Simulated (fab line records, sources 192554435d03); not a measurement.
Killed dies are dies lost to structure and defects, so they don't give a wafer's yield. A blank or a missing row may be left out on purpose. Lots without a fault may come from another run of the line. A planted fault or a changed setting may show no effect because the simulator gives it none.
Chamber matching | flow n5_finfet | N5_HKMG_FIN_STRIP_93 on rie_diel-01: 4 sister chambers
The step strips SOC in N2/H2, time 20 s. 18 wafers are shown with their chamber, then 9 later ones without.

WAFERS WITH THEIR CHAMBER
wafer  | chamber | showerhead_plenum_p_Torr (Torr) | drypump_motor_current_A (A) | throttle_valve_pct (%)
L074.1 | 2       | 3.29                            | 5.1                         | 18.5
L074.3 | 0       | 3.32                            | 5.7                         | 19.3
L074.5 | 0       | 3.32                            | 5.7                         | 19.2
L077.2 | 0       | 3.31                            | 5.7                         | 19.3
L077.4 | 0       | 3.31                            | 5.6                         | 19.3
L077.6 | 2       | 3.29                            | 5.1                         | 18.5
L080.1 | 3       | 3.57                            | 6.4                         | 18.8
L080.3 | 1       | 3.31                            | 5.9                         | 19.4
L080.4 | 1       | 3.31                            | 5.8                         | 19.4
L082.1 | 0       | 3.31                            | 5.7                         | 18.8
L082.4 | 0       | 3.31                            | 5.7                         | 18.9
L082.6 | 3       | 3.56                            | 6.5                         | 18.8
L083.1 | 0       | 3.31                            | 5.7                         | 18.9
L083.2 | 1       | 3.31                            | 5.8                         | 19.4
L083.5 | 3       | 3.56                            | 6.5                         | 18.8
L084.2 | 3       | 3.56                            | 6.5                         | 18.8
L084.4 | 1       | 3.31                            | 5.9                         | 19.5
L084.5 | 0       | 3.31                            | 5.6                         | 18.9

SIGNATURES (means of the wafers above)
reading                  | chamber 0 | chamber 1 | chamber 2 | chamber 3 | scatter within a chamber
showerhead_plenum_p_Torr | 3.3125    | 3.3100    | 3.2900    | 3.5625    | 0.00401
drypump_motor_current_A  | 5.675     | 5.850     | 5.100     | 6.475     | 0.0482
throttle_valve_pct       | 19.075    | 19.425    | 18.500    | 18.800    | 0.156
Rule: a wafer's distance from a chamber is the root of the sum, over the readings, of the square of ((its reading less the chamber's mean) divided by the reading's scatter). The wafer belongs to the nearest chamber; if the next one is less than 2 further off, it can't be placed. The scatter: the root of (the sum of the squares of (reading less its chamber's mean) over the shown wafers, divided by (wafers less chambers)).

WAFERS WITHOUT THEIR CHAMBER
wafer  | showerhead_plenum_p_Torr (Torr) | drypump_motor_current_A (A) | throttle_valve_pct (%)
L087.3 | 3.56                            | 6.4                         | 18.8
L087.4 | 3.30                            | 5.9                         | 19.4
L087.5 | 3.30                            | 5.6                         | 18.9
L091.1 | 3.55                            | 6.4                         | 18.8
L091.2 | 3.27                            | 5.1                         | 18.2
L091.4 | 3.30                            | 5.9                         | 19.5
L093.2 | 3.30                            | 5.9                         | 19.5
L093.4 | 3.30                            | 5.6                         | 18.9
L093.6 | 3.30                            | 5.7                         | 18.9

WHICH CHAMBER EACH WENT THROUGH
wafer  | from the rows above     | in truth
L087.3 | 3                       | 3
L087.4 | 1                       | 1
L087.5 | 0                       | 0
L091.1 | 3                       | 3
L091.2 | 2                       | 2
L091.4 | 1                       | 1
L093.2 | 1                       | 1
L093.4 | 0                       | 0
L093.6 | can't be placed: 0 or 1 | 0
Placed correctly: 8 of 9. Can't be placed from these rows: 1 (the true chamber is among the candidates in 1). Placed wrongly: 0.
